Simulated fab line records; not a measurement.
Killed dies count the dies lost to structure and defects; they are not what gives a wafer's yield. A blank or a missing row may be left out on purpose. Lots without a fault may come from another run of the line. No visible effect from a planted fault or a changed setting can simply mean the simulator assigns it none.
fab line records | flow n5_finfet
[record] lots = 7 wafers = 21
route steps=1938 shown DUMMY_GATE@237 SD_EPI_P@296 HKMG_FIN@390 MOL_CONTACT_COAG@551 BEOL_M0_SAQP@663
start_h: hours from the record's opening day to when the first of the lot's shown wafers began | wait_h: hours from the lot's prior step to this one | " as in the row above | L1.1+2: a single row standing in for several wafers | - value missing, or start not given | * or withheld: withheld | < > ~ a bound
route shown NAME@n: NAME is a module with steps in the file, n the number in the route of the first one | usual: mean/standard deviation of fault-free wafers | same: alike in all rows | chamber/n: place in a boat | sites: the reading at each site | _std_site: standard deviation of those values | _edge_site: inner sites' mean taken away from outer sites' mean | radius_mm: how far each site lies from the wafer's centre | mask NAME#n: copy n | behind: tool/chamber where the wafer was last shaped | hold: what put the lot on hold/how long, in hours/how the hold closed | device: the transistor (n, p or np) that didn't switch | end of line: at the end of the route, the tests of the same wafers | a step given without rows: its recipe and nothing more | killed: at the first sort, the dies lost to defects and structure; wafer yield is something else | map: dies across one wafer; x = killed, . = not, _ = none there
set.NAME: setting as actually run; set.NAME@STEP: the setting as run at that earlier step | model.NAME: the simulator's own value behind a step, which no gauge read
lots with deliberately changed settings; one table per step, one row per wafer
[[steps]]
[step N5_DUMMY_GATE_ETCH_37]
[recipe] chemistry = N2/H2 target = SOC target_depth_a = 600 overetch_a = 300 temp_c = 40 ion_energy_ev = 200 pressure_mtorr = 30 source_w = 840 bias_w = 150 n2_flow_sccm = 200 h2_flow_sccm = 200
[usual] rf_vpp_V = 524.3/2.3
// columns lot.wafer tool chamber start_h wait_h set.source_w rf_vpp_V
L077.1 rie_diel-06 1 64.66 0.0 893.3 515.1
L077.4 " 1 " " 840 525.9
L077.6 " 2 " " 893.3 511.6
L079.3 rie_diel-03 1 77.86 0.0 840 527.3
L079.5 " 2 " " 840 523.8
L079.6 " 1 " " 840 527.3
L080.2 rie_diel-03 3 84.03 0.0 840 522.9
L080.3 " 2 " " 800.3 532.7
L080.4 " 1 " " 800.3 536.1
L083.3 rie_diel-06 1 100.68 0.0 734.6 549.2
L083.4 " 0 " " 840 522.0
L083.5 " 0 " " 734.6 546.7
L085.1 rie_diel-03 0 113.48 0.0 840 527.6
L085.5 " 0 " " 879.4 518.1
L085.6 " 1 " " 879.4 519.0
L088.1 rie_diel-05 2 130.86 0.0 840 522.7
L088.5 " 2 " " 840 522.4
L088.6 " 3 " " 840 526.4
L090.1 rie_diel-03 2 141.97 0.0 936.6 504.9
L090.3 " 3 " " 840 526.7
L090.4 " 0 " " 840 527.0
[step N5_DUMMY_GATE_STRIP_38]
[recipe] chemistry = N2/H2 temp_c = 40 n2_flow_sccm = 200 h2_flow_sccm = 200 rf_frequency_hz = 6e+07
[step N5_DUMMY_GATE_STRIP_39]
[recipe] chemistry = N2/H2 temp_c = 40 n2_flow_sccm = 200 h2_flow_sccm = 200 rf_frequency_hz = 6e+07
[step N5_DUMMY_GATE_TRIM_49]
[recipe] chemistry = O2 resist = SOC time_s = 29 target_cd_nm = 14 source_power_w = 300 bias_power_w = 0 O2_flow_sccm = 100 temp_c = 20
// columns lot.wafer tool chamber start_h wait_h set.dose_mj@DUMMY_GATE_EXPOSE_12 model.DUMMY_GATE.cd_nm
L077.1 rie_si-02 3 64.74 0.0 34 13.8
L077.4 " 0 " " 34 14
L077.6 " 2 " " 35.77 13
L079.3+6 rie_si-06 1 77.94 0.0 34 14
L079.5 " 2 " " 34 13.6
L080.2 rie_si-05 3 84.11 0.0 34 13.8
L080.3 " 0 " " 31.53 15.4
L080.4 " 2 " " 34 14
L083.3+4 rie_si-02 2,3 100.76 0.0 34 14.2
L083.5 " 3 " " 34 14.4
L085.1+6 rie_si-05 3 113.57 0.0 34 14.2
L085.5 " 2 " " 35.12 13.4
L088.1+5 rie_si-02 1 130.94 0.0 34 13.8
L088.6 " 0 " " 34 14
L090.1 rie_si-02 1 142.05 0.0 34 13.6
L090.3 " 2 " " 34 14.2
L090.4 " 0 " " 32.01 15.2
[step N5_DUMMY_GATE_STRIP_40]
[recipe] chemistry = CF4 resist = SiARC power_w = 300 bias_power_w = 75 pressure_mtorr = 50 cf4_flow_sccm = 150 rf_frequency_hz = 6e+07
[step N5_DUMMY_GATE_CD_MEAS_50]
[recipe] target_cd_nm = 14
[usual] cd_nm = 13.98/0.26
// columns lot.wafer tool chamber start_h wait_h set.dose_mj@DUMMY_GATE_EXPOSE_12 cd_nm
L077.1 cd_sem-02 - 64.90 0.0 34 14.06
L077.4 " - " " 34 14.18
L077.6 " - " " 35.77 13.03
L079.3 cd_sem-01 - 78.09 0.0 34 13.90
L079.5 " - " " 34 13.74
L079.6 " - " " 34 14.09
L080.2 cd_sem-03 - 84.58 0.1 34 14.08
L080.3 " - " " 31.53 15.62
L080.4 " - " " 34 13.86
L083.3 cd_sem-02 - 101.18 0.0 34 14.26
L083.4 " - " " 34 14.01
L083.5 " - " " 34 14.37
L085.1 cd_sem-03 - 113.71 0.0 34 13.95
L085.5 " - " " 35.12 13.32
L085.6 " - " " 34 13.79
L088.1 cd_sem-03 - 131.09 0.0 34 13.95
L088.5 " - " " 34 13.88
L088.6 " - " " 34 13.77
L090.1 cd_sem-03 - 142.21 0.0 34 13.50
L090.3 " - " " 34 14.03
L090.4 " - " " 32.01 14.92
[step N5_DUMMY_GATE_ETCH_31]
[recipe] chemistry = C4F6/O2 target = SiO2 mask_material = SOC target_depth_a = 825 time_s = 27.5 ion_energy_ev = 250 pressure_mtorr = 30 source_w = 345 bias_w = 185 Ar_flow_sccm = 300 C4F6_flow_sccm = 10 O2_flow_sccm = 10
[step N5_DUMMY_GATE_STRIP_41]
[recipe] chemistry = O2 power_w = 400 temp_c = 40 pressure_mtorr = 30 rf_frequency_hz = 6e+07 bias_power_w = 0 overash_fraction = 0.3 o2_flow_sccm = 225
[step N5_DUMMY_GATE_ETCH_32]
[recipe] chemistry = CF4 target = SiO2 target_depth_a = 35 time_s = 3.9 ion_energy_ev = 350 pressure_mtorr = 10 icp_w = 800 bias_w = 400 cf4_flow_sccm = 80
[step N5_DUMMY_GATE_ETCH_23]
[recipe] chemistry = HBr/Cl2/O2 HBr_flow_sccm = 150 Cl2_flow_sccm = 80 O2_flow_sccm = 12 bias_w = 102 target_depth_a = 410 time_s = 22.3 target = poly-Si mask_material = SiO2 pressure_mtorr = 10 icp_w = 800
[step N5_DUMMY_GATE_ETCH_44]
[recipe] chemistry = HBr/O2 over_etch_frac = 0.7 target_depth_a = 1275 stop_on = SiO2 ion_energy_ev = 60 bias_w = 20 target = poly-Si mask_material = SiO2 pressure_mtorr = 20 icp_w = 400 HBr_flow_sccm = 120 O2_flow_sccm = 10
// columns lot.wafer tool chamber start_h wait_h set.dose_mj@DUMMY_GATE_EXPOSE_12 model.DUMMY_GATE.cd_nm
L077.1+4 rie_si-05 3,1 65.30 0.0 34 15
L077.6 " 2 " " 35.77 14
L079.3+6 rie_si-05 2,3 78.47 0.0 34 14.8
L079.5 " 0 " " 34 14.6
L080.2 rie_si-05 0 85.28 0.0 34 14.8
L080.3 " 1 " " 31.53 16.2
L080.4 " 2 " " 34 15
L083.3 rie_si-05 2 101.55 0.0 34 15.2
L083.4 " 3 " " 34 15
L083.5 " 1 " " 34 15.4
L085.1 rie_si-02 1 114.11 0.0 34 15
L085.5 " 3 " " 35.12 14.4
L085.6 " 2 " " 34 15.2
L088.1 rie_si-05 1 131.91 0.0 34 15
L088.5+6 " 2,1 " " 34 14.8
L090.1 rie_si-06 2 142.64 0.0 34 14.6
L090.3 " 3 " " 34 15.4
L090.4 " 1 " " 32.01 16.2
[step N5_SD_EPI_P_COAT_35]
[recipe] resist = SiARC temp_c = 220 time_s = 60 spin_rpm = 1500 resist_thk_nm = 35
// columns lot.wafer tool chamber start_h wait_h set.spin_rpm model.SiARC_of_SD_EPI_P_COAT_35.thk_nm
L077.1 litho_track-05 0 - - 1500 35
L077.4 " 0 " " 1562 34
L077.6 " 0 " " 1562 34.2
L079.3+6 litho_track-03 0 - - 1500 34.8
L079.5 " 0 " " 1500 35
L080.2+4 litho_track-03 0 - - 1500 35.2
L080.3 " 0 " " 1606 33.8
L083.3+4 litho_track-03 0 - - 1599 33.8
L083.5 " 0 " " 1500 35
L085.1+5 litho_track-05 0 - - 1500 35.2
L085.6 " 0 " " 1348 37
L088.1 litho_track-04 0 - - 1500 35.2
L088.5 " 0 " " 1500 35.4
L088.6 " 0 " " 1378 36.8
L090.1+3+4 litho_track-04 0 - - 1500 35.2
[step N5_SD_EPI_P_COAT_03]
[recipe] resist = CAR-ArF-block spin_rpm = 1500 resist_thk_nm = 150
[step N5_SD_EPI_P_EBR_05]
[recipe] solvent = PGMEA ebr_width_mm = 1.5
[step N5_SD_EPI_P_DESCUM_14]
[recipe] chemistry = O2 time_s = 7.9 source_power_w = 50 bias_power_w = 20 pressure_mtorr = 20 rf_frequency_hz = 2.712e+07 temp_c = 40 resist = CAR-ArF-block o2_flow_sccm = 225
[step N5_SD_EPI_P_ETCH_36]
[recipe] chemistry = CF4 target = SiARC target_depth_a = 455 mask_material = CAR-ArF-block time_s = 75.8 ion_energy_ev = 80 pressure_mtorr = 40 source_w = 545 bias_w = 36 Ar_flow_sccm = 100 cf4_flow_sccm = 100 ends = cleared
[usual] etch_rf_on_time_s = 76.3/1.2
// columns lot.wafer tool chamber start_h wait_h set.spin_rpm@SD_EPI_P_COAT_35 etch_rf_on_time_s model.etch.depth_nm model.CAR-ArF-block_of_SD_EPI_P_COAT_03.thk_nm
L077.1 rie_diel-05 0 71.26 0.0 1500 76.1 34.95 111.4
L077.4 " 2 " " 1562 74.5 34.1 112.4
L077.6 " 1 " " 1562 73.5 34.19 112.4
L079.3 rie_diel-03 1 85.01 0.0 1500 77.1 34.81 112
L079.5 " 3 " " 1500 74.9 34.94 111.2
L079.6 " 0 " " 1500 76.7 34.88 111.6
L080.2 rie_diel-03 3 91.37 0.0 1500 76.3 35.18 111.2
L080.3 " 0 " " 1606 74.9 33.86 112.4
L080.4 " 2 " " 1500 77.2 35.15 111.4
L083.3 rie_diel-05 0 107.59 0.0 1599 73.6 33.74 112.6
L083.4 " 3 " " 1599 73.6 33.86 112.2
L083.5 " 0 " " 1500 75.8 34.98 111.4
L085.1 rie_diel-05 1 120.62 0.0 1500 75.0 35.11 110.4
L085.5 " 3 " " 1500 76.8 35.11 110.8
L085.6 " 0 " " 1348 80.0 36.93 108.8
L088.1 rie_diel-03 2 138.02 0.0 1500 77.8 35.28 110.8
L088.5 " 3 " " 1500 77.6 35.38 110.4
L088.6 " 2 " " 1378 82.0 36.89 109.6
L090.1 rie_diel-05 1 149.83 0.0 1500 74.8 35.11 111.4
L090.3 " 2 " " 1500 77.4 35.19 111
L090.4 " 3 " " 1500 76.4 35.13 110.8
[step N5_SD_EPI_P_ETCH_37]
[recipe] chemistry = N2/H2 target = SOC overetch_a = 1080 mask_material = SiARC temp_c = 40 ion_energy_ev = 100 source_w = 3000 bias_w = 133 pressure_mtorr = 20 time_s = 486 n2_flow_sccm = 200 h2_flow_sccm = 200 ends = end_point
[usual] rf_vpp_V = 240.7/1.3
// columns lot.wafer tool chamber start_h wait_h set.source_w rf_vpp_V
L077.1 rie_diel-05 0 71.31 0.0 3000 239.8
L077.4 " 2 " " 2499 256.9
L077.6 " 1 " " 2499 253.6
L079.3 rie_diel-03 1 85.07 0.0 3000 241.9
L079.5 " 3 " " 3000 240.7
L079.6 " 0 " " 3000 241.0
L080.2 rie_diel-03 3 91.42 0.0 3000 241.4
L080.3 " 0 " " 3000 242.9
L080.4 " 2 " " 3000 240.8
L083.3 rie_diel-05 0 107.64 0.0 3000 241.9
L083.4 " 3 " " 2587 254.4
L083.5 " 0 " " 3000 240.4
L085.1 rie_diel-05 1 120.67 0.0 3297 231.3
L085.5 " 3 " " 3000 243.0
L085.6 " 0 " " 3297 233.4
L088.1 rie_diel-03 2 138.08 0.0 2549 254.8
L088.5 " 3 " " 3000 241.0
L088.6 " 2 " " 3000 240.1
L090.1 rie_diel-05 1 149.89 0.0 3000 238.3
L090.3 " 2 " " 3000 240.6
L090.4 " 3 " " 3000 242.2
[step N5_HKMG_FIN_COAT_41]
[recipe] resist = SOC temp_c = 250 time_s = 60 spin_rpm = 1500 resist_thk_nm = 300
// columns lot.wafer tool chamber start_h wait_h set.spin_rpm model.SOC_of_HKMG_FIN_COAT_41.thk_nm
L077.1 litho_track-03 0 88.49 - 1500 299.4
L077.4 " 0 " " 1581 290.6
L077.6 " 0 " " 1500 299
L079.3 litho_track-03 0 101.74 - 1500 299.4
L079.5 " 0 " " 1500 299.2
L079.6 " 0 " " 1500 299.6
L080.2 litho_track-03 0 108.62 - 1610 289.6
L080.3 " 0 " " 1610 289.4
L080.4 " 0 " " 1500 300
L083.3 litho_track-03 0 124.45 - 1500 299
L083.4 " 0 " " 1448 305
L083.5 " 0 " " 1500 299.8
L085.1+6 litho_track-01 0 138.03 - 1500 300.4
L085.5 " 0 " " 1500 300.2
L088.1 litho_track-03 0 155.46 - 1365 314
L088.5 " 0 " " 1500 300.8
L088.6 " 0 " " 1365 315.4
L090.1 litho_track-04 0 166.56 - 1560 294.4
L090.3 " 0 " " 1500 300
L090.4 " 0 " " 1500 299
[step N5_HKMG_FIN_ETCH_54]
[recipe] chemistry = CF4 target = SiARC target_depth_a = 455 mask_material = CAR-ArF time_s = 75.8 ion_energy_ev = 80 pressure_mtorr = 40 source_w = 545 bias_w = 36 Ar_flow_sccm = 100 cf4_flow_sccm = 100 ends = cleared
[usual] etch_rf_on_time_s = 75.5/1.3
// columns lot.wafer tool chamber start_h wait_h set.source_w etch_rf_on_time_s
L077.1 rie_diel-01 2 88.98 0.0 545 74.9
L077.4 " 1 " " 545 74.6
L077.6 " 3 " " 582.2 70.0
L079.3 rie_diel-02 3 102.23 0.0 545 76.6
L079.5 " 3 " " 545 76.5
L079.6 " 2 " " 545 76.4
L080.2 rie_diel-04 2 109.15 0.0 545 76.6
L080.3 " 3 " " 466.5 85.3
L080.4 " 0 " " 466.5 83.7
L083.3 rie_diel-04 0 124.86 0.0 545 72.5
L083.4 " 3 " " 545 74.3
L083.5 " 0 " " 545 73.2
L085.1 rie_diel-02 0 138.61 0.0 545 76.3
L085.5 " 1 " " 518.9 78.5
L085.6 " 0 " " 545 76.6
L088.1 rie_diel-02 0 156.20 0.0 498.5 83.4
L088.5 " 3 " " 545 76.1
L088.6 " 0 " " 498.5 83.4
L090.1 rie_diel-02 0 167.05 0.0 545 77.4
L090.3 " 2 " " 545 75.5
L090.4 " 3 " " 545 76.7
[step N5_HKMG_FIN_ETCH_67]
[recipe] chemistry = N2/H2 target = SOC target_depth_a = 3889 stop_on = TiN ion_energy_ev = 100 bias_w = 61 pressure_mtorr = 30 source_w = 850 n2_flow_sccm = 200 h2_flow_sccm = 200
// columns lot.wafer tool chamber start_h wait_h set.target_depth_a model.SOC_of_HKMG_FIN_COAT_66.thk_nm
L077.1 rie_diel-02 3 94.83 - 3889 18.2
L077.4 " 0 " " 3479 48.6
L077.6 " 3 " " 3889 13
L079.3 rie_diel-04 3 108.28 - 3889 11.8
L079.5 " 0 " " 3889 8.8
L079.6 " 3 " " 3889 12.2
L080.2 rie_diel-01 2 115.26 - 3530 39.2
L080.3 " 1 " " 3889 15.4
L080.4 " 0 " " 3889 18.4
L083.3+5 rie_diel-04 0 131.03 - 3889 8.2
L083.4 " 2 " " 3889 13.6
L085.1 rie_diel-02 0 144.47 - 3889 23.8
L085.5 " 2 " " 3889 17
L085.6 " 1 " " 4093 8.2
L088.1 rie_diel-01 1 161.84 - 3889 13
L088.5 " 3 " " 3759 18.8
L088.6 " 0 " " 3759 15.6
L090.1 rie_diel-01 1 173.03 - 3889 11.8
L090.3+4 " 2,3 " " 4116 8.2
[step N5_MOL_CONTACT_COAG_SPUTTER_130]
[recipe] material = Co target_thk_a = 475 temp_c = 25 chamber_pressure_pa = 0.5 power_w = 3000
// columns lot.wafer tool chamber start_h wait_h set.power_w model.Co_of_MOL_CONTACT_COAG_SPUTTER_130.thk_nm
L077.1+4 pvd_sputter-03 - 109.82 0.0 2618 42.2
L077.6 " - " " 3000 47.8
L079.3 pvd_sputter-03 - 125.88 0.0 3000 48
L079.5+6 " - " " 3000 48.4
L080.2+3 pvd_sputter-02 - 132.07 0.0 3000 47.4
L080.4 " - " " 3000 47
L083.3 pvd_sputter-01 - 147.50 0.0 2595 41.8
L083.4 " - " " 2595 41.4
L083.5 " - " " 3000 47.4
L085.1 pvd_sputter-02 - 160.97 0.0 2690 41.8
L085.5 " - " " 3000 47.4
L085.6 " - " " 2690 42
L088.1+6 pvd_sputter-02 - 178.70 0.0 3000 47.6
L088.5 " - " " 3000 47.2
L090.1 pvd_sputter-02 - 200.92 0.0 3000 47.8
L090.3 " - " " 2677 43
L090.4 " - " " 3000 48.2
[step N5_MOL_CONTACT_COAG_ALD_27]
[recipe] material = SiOC target_thk_a = 170 temp_c = 400 ald_precursor_family = carbosiloxane ald_co_reactant = H2-plasma pulse_time_s = 1.5 time_s = 2720 purge_time_s = 2 co_reactant_purge_time_s = 2 ald_cycles = 340 pressure_torr = 2
// columns lot.wafer tool chamber start_h wait_h set.time_s model.SiOC_of_MOL_CONTACT_COAG_ALD_27.thk_nm
L077.1 ald_sin-01 0 112.63 1.6 2720 16.8
L077.4+6 " 3 " " 2472 15.4
L079.3+5+6 ald_sin-01 1,3,2 126.93 0.0 2720 17
L080.2+3 ald_sin-03 3,1 133.12 0.0 2720 17
L080.4 " 0 " " 2335 14.4
L083.3 ald_sin-04 0 148.50 0.0 2720 17
L083.4+5 " 3 " " 2515 15.8
L085.1+5 ald_sin-03 3,1 162.34 0.2 2720 17
L085.6 " 0 " " 2720 16.8
L088.1+6 ald_sin-01 1 179.70 0.0 2720 17
L088.5 " 0 " " 2529 15.8
L090.1+3+4 ald_sin-01 0,3,1 201.93 0.0 2720 17
[step N5_BEOL_M0_SAQP_SPACER1_ALD_98]
[recipe] material = SiO2 target_thk_a = 128 temp_c = 300 ald_precursor_family = BDEAS ald_co_reactant = O2-plasma pulse_time_s = 1 purge_time_s = 2 co_reactant_purge_time_s = 2 ald_cycles = 138 pressure_torr = 2
// columns lot.wafer tool chamber start_h wait_h set.ald_cycles model.SiO2_of_BEOL_M0_SAQP_SPACER1_ALD_98.thk_nm
L077.1+4+6 ald_sin-03 0,1,3 125.12 0.3 138 12.8
L079.3+5+6 ald_sin-01 1,0,3 140.08 0.1 138 12.8
L080.2 ald_sin-03 1 146.41 0.3 120 11.2
L080.3+4 " 0,2 " " 138 12.8
L083.3 ald_sin-02 0 161.18 0.1 158 14.8
L083.4 " 1 " " 138 12.8
L083.5 " 3 " " 138 13
L085.1 ald_sin-01 3 174.73 0.3 138 12.8
L085.5+6 " 0,3 " " 116 10.8
L088.1 ald_sin-01 3 193.48 0.4 138 12.8
L088.5 " 1 " " 147 13.6
L088.6 " 0 " " 147 13.8
L090.1+3+4 ald_sin-03 2,1,3 214.85 0.3 138 12.8
[step N5_BEOL_M0_SAQP_SPACER1_ETCHBACK_99]
[recipe] chemistry = CHF3/O2 mode = anisotropic_etchback target = SiO2 target_depth_a = 154 time_s = 7.7 pressure_mtorr = 30 source_w = 650 bias_w = 170 Ar_flow_sccm = 200 CHF3_flow_sccm = 50 O2_flow_sccm = 5 ion_energy_ev = 200
[step N5_BEOL_M0_SAQP_MANDREL1_REMOVE_100]
[recipe] chemistry = HBr/Cl2/O2 bt_time_s = 10 target = a-Si stop_on = SiNx endpoint = OES-SiCl over_etch_frac = 0.85 icp_w = 600 bias_w = 30 HBr_flow_sccm = 150 Cl2_flow_sccm = 80 O2_flow_sccm = 5 pressure_mtorr = 10
// columns lot.wafer tool chamber start_h wait_h set.ald_cycles@BEOL_M0_SAQP_SPACER1_ALD_98 model.BEOL_M0_SAQP.cd_nm
L077.1+4 rie_si-05 1,2 125.83 0.1 138 12.8
L077.6 " 1 " " 138 13
L079.3+6 rie_si-06 2,1 140.65 0.1 138 13
L079.5 " 2 " " 138 12.8
L080.2 rie_si-05 3 147.32 0.1 120 11.2
L080.3 " 0 " " 138 12.6
L080.4 " 2 " " 138 12.8
L083.3 rie_si-05 1 161.74 0.1 158 14.8
L083.4 " 2 " " 138 12.8
L083.5 " 2 " " 138 13
L085.1 rie_si-02 3 175.29 0.1 138 12.8
L085.5 " 0 " " 116 11
L085.6 " 1 " " 116 10.8
L088.1 rie_si-06 3 194.13 0.1 138 12.8
L088.5 " 3 " " 147 13.6
L088.6 " 2 " " 147 13.8
L090.1 rie_si-05 0 215.42 0.1 138 12.6
L090.3+4 " 1,2 " " 138 12.8
[step N5_BEOL_M0_SAQP_CD_MEAS_25]
[recipe] target_cd_nm = 13.1 landing_energy_ev = 1000 detector = se_inlens
[usual] cd_nm = 12.80/0.22
// columns lot.wafer tool chamber start_h wait_h set.ald_cycles@BEOL_M0_SAQP_SPACER1_ALD_98 cd_nm
L077.1 cd_sem-03 0 125.94 0.1 138 12.42
L077.4 " 0 " " 138 12.77
L077.6 " 0 " " 138 12.82
L079.3 cd_sem-01 0 140.76 0.1 138 12.76
L079.5 " 0 " " 138 12.69
L079.6 " 0 " " 138 12.79
L080.2 cd_sem-03 0 147.43 0.1 120 11.09
L080.3 " 0 " " 138 12.33
L080.4 " 0 " " 138 12.67
L083.3 cd_sem-02 0 161.86 0.1 158 14.78
L083.4 " 0 " " 138 13.02
L083.5 " 0 " " 138 12.78
L085.1 cd_sem-03 0 175.40 0.1 138 12.65
L085.5 " 0 " " 116 10.81
L085.6 " 0 " " 116 10.31
L088.1 cd_sem-03 0 194.24 0.1 138 12.83
L088.5 " 0 " " 147 13.38
L088.6 " 0 " " 147 13.89
L090.1 cd_sem-03 0 215.53 0.1 138 12.53
L090.3 " 0 " " 138 12.88
L090.4 " 0 " " 138 12.90
[[key]]
[split] step = N5_DUMMY_GATE_ETCH_37 setting = source_w stated = 840 by = wafer
[response] step = N5_DUMMY_GATE_ETCH_37 reading = rf_vpp_V change = -2.02 per = 1% r = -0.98
[split] step = N5_SD_EPI_P_COAT_35 setting = spin_rpm stated = 1500 by = wafer
[response] step = N5_SD_EPI_P_COAT_35 reading = model.SiARC_of_SD_EPI_P_COAT_35.thk_nm change = -0.186 per = 1% r = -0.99
[response] step = N5_SD_EPI_P_ETCH_36 reading = etch_rf_on_time_s change = * per = 1% r = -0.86
[response] step = N5_SD_EPI_P_ETCH_36 reading = model.etch.depth_nm change = -0.184 per = 1% r = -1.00
[response] step = N5_SD_EPI_P_ETCH_36 reading = model.CAR-ArF-block_of_SD_EPI_P_COAT_03.thk_nm change = +0.161 per = 1% r = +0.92
[split] step = N5_SD_EPI_P_ETCH_37 setting = source_w stated = 3000 by = wafer
[response] step = N5_SD_EPI_P_ETCH_37 reading = rf_vpp_V change = -0.959 per = 1% r = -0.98
[split] step = N5_HKMG_FIN_COAT_41 setting = spin_rpm stated = 1500 by = wafer
[response] step = N5_HKMG_FIN_COAT_41 reading = model.SOC_of_HKMG_FIN_COAT_41.thk_nm change = -1.5 per = 1% r = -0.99
[split] step = N5_HKMG_FIN_ETCH_54 setting = source_w stated = 545 by = wafer
[response] step = N5_HKMG_FIN_ETCH_54 reading = etch_rf_on_time_s change = * per = 1% r = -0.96
[split] step = N5_HKMG_FIN_ETCH_67 setting = target_depth_a stated = 3889 by = wafer
[response] step = N5_HKMG_FIN_ETCH_67 reading = model.SOC_of_HKMG_FIN_COAT_66.thk_nm change = -2.43 per = 1% r = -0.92
[split] step = N5_MOL_CONTACT_COAG_SPUTTER_130 setting = power_w stated = 3000 by = wafer
[response] step = N5_MOL_CONTACT_COAG_SPUTTER_130 reading = model.Co_of_MOL_CONTACT_COAG_SPUTTER_130.thk_nm change = +0.459 per = 1% r = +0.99
[split] step = N5_MOL_CONTACT_COAG_ALD_27 setting = time_s stated = 2720 by = wafer
[response] step = N5_MOL_CONTACT_COAG_ALD_27 reading = model.SiOC_of_MOL_CONTACT_COAG_ALD_27.thk_nm change = +0.172 per = 1% r = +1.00
[split] step = N5_BEOL_M0_SAQP_SPACER1_ALD_98 setting = ald_cycles stated = 138 by = wafer
[response] step = N5_BEOL_M0_SAQP_SPACER1_ALD_98 reading = model.SiO2_of_BEOL_M0_SAQP_SPACER1_ALD_98.thk_nm change = +0.127 per = 1% r = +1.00
[response] step = N5_BEOL_M0_SAQP_MANDREL1_REMOVE_100 reading = model.BEOL_M0_SAQP.cd_nm change = +0.123 per = 1% r = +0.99
[response] step = N5_BEOL_M0_SAQP_CD_MEAS_25 reading = cd_nm change = +0.125 per = 1% r = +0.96
split outside_this_file step=N5_DUMMY_GATE_EXPOSE_12 setting=dose_mj
// split outside_this_file: this setting was split too, and the file shows its column; the key of that split is in another file
